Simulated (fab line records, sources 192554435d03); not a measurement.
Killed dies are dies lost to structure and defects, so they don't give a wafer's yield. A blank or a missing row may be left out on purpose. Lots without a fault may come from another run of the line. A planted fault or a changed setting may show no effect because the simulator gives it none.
Which tool did it? | flow n5_finfet | 12 lots, 36 wafers sampled, at 1 step of a route of 1938

WHAT THE GAUGES READ, wafer by wafer
N5_BEOL_M11_INSPECT_30: inspects for defects (brightfield).
lot  | measured     | on                | raw_defect_count
L074 | day 13 10:25 | defect_inspect-01 | 447 465 380
L077 | day 14 00:15 | defect_inspect-01 | 287 400 349
L083 | day 14 12:52 | defect_inspect-02 | 348 624 404
L081 | day 15 05:28 | defect_inspect-01 | 384 399 388
L085 | day 15 18:29 | defect_inspect-01 | 410 292 343
L080 | day 16 05:48 | defect_inspect-01 | 303 569 402
L090 | day 16 23:05 | defect_inspect-02 | 406 443 429
L086 | day 16 23:26 | defect_inspect-01 | 345 466 455
L093 | day 17 03:03 | defect_inspect-01 | 540 482 420
L091 | day 17 21:14 | defect_inspect-02 | 350 364 369
L095 | day 18 17:15 | defect_inspect-02 | 370 338 335
L096 | day 19 02:29 | defect_inspect-01 | 321 444 415

WHICH TOOL RAN EACH LOT (tool, then ch and the chambers of the sampled wafers, then the start)
The record holds no process step before these readings.

THE ANSWER, worked out from the rows above alone
Rule: what is usual is taken from the lots themselves. Put in order of their means at a reading, lots are off if they are a third of the lots or fewer, leave a main group of 4 or more, and stand apart from it by a gap of 3 or more times the standard deviation of the main group's means; of several such gaps the widest counts. A main group whose means are all the same, to the digits that the tables above print for the reading, isn't used. A lot without any number at a reading at which 4 lots or more have one is off too. The other lots that the step has rows for count as sound.
No lot is off at any reading shown: from this, nothing can be told.

WHAT THE SIMULATOR HAD PUT IN
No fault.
